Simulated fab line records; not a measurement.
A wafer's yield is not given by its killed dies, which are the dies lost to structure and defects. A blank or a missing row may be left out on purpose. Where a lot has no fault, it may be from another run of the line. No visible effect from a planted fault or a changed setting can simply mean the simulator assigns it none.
Chamber matching | flow n5 finfet | rie diel-03 running N5_HKMG_FIN_STRIP_34: 3 sister chambers
The step strips in CF4. 6 wafers are shown with their chamber, then 5 later ones without.

== WAFERS PAIRED WITH THEIR CHAMBERS ==
wafer  | chamber | showerhead plenum p Torr (Torr) | throttle valve pct (%)
L088.2 | 3       | 1.80                            | 13.35
L093.2 | 2       | 1.83                            | 13.18
L093.3 | 3       | 1.80                            | 13.35
L093.4 | 1       | 1.84                            | 13.35
L095.2 | 1       | 1.83                            | 13.35
L095.3 | 2       | 1.83                            | 13.20

== WAFERS WITH NO CHAMBER GIVEN ==
wafer  | showerhead plenum p Torr (Torr) | throttle valve pct (%)
L097.2 | 1.79                            | 13.39
L097.4 | 1.83                            | 13.21
L097.5 | 1.83                            | 13.36
L096.1 | 1.83                            | 13.20
L096.2 | 1.79                            | 13.39

== CHAMBER TAKEN BY EACH ==
wafer  | from the rows above | in truth
L097.2 | 3                   | 3
L097.4 | 2                   | 2
L097.5 | 1                   | 1
L096.1 | 2                   | 2
L096.2 | 3                   | 3
Correct placement for 5 of the 5. Can't be placed from these rows: 0. 0 placed wrongly.
How it was worked out, from the rows above alone: a wafer's distance from a chamber is the root of the sum, over the readings, of the square of ((its reading less the chamber's mean) divided by the reading's scatter). If the next closest chamber is less than 2 further off than the closest, the wafer can't be placed; otherwise it belongs to the closest. Each chamber's mean is taken over the wafers shown for it. The scatter: take each reading less its chamber's mean, square it, sum over the shown wafers, divide by the number of wafers less the number of chambers, and take the root.
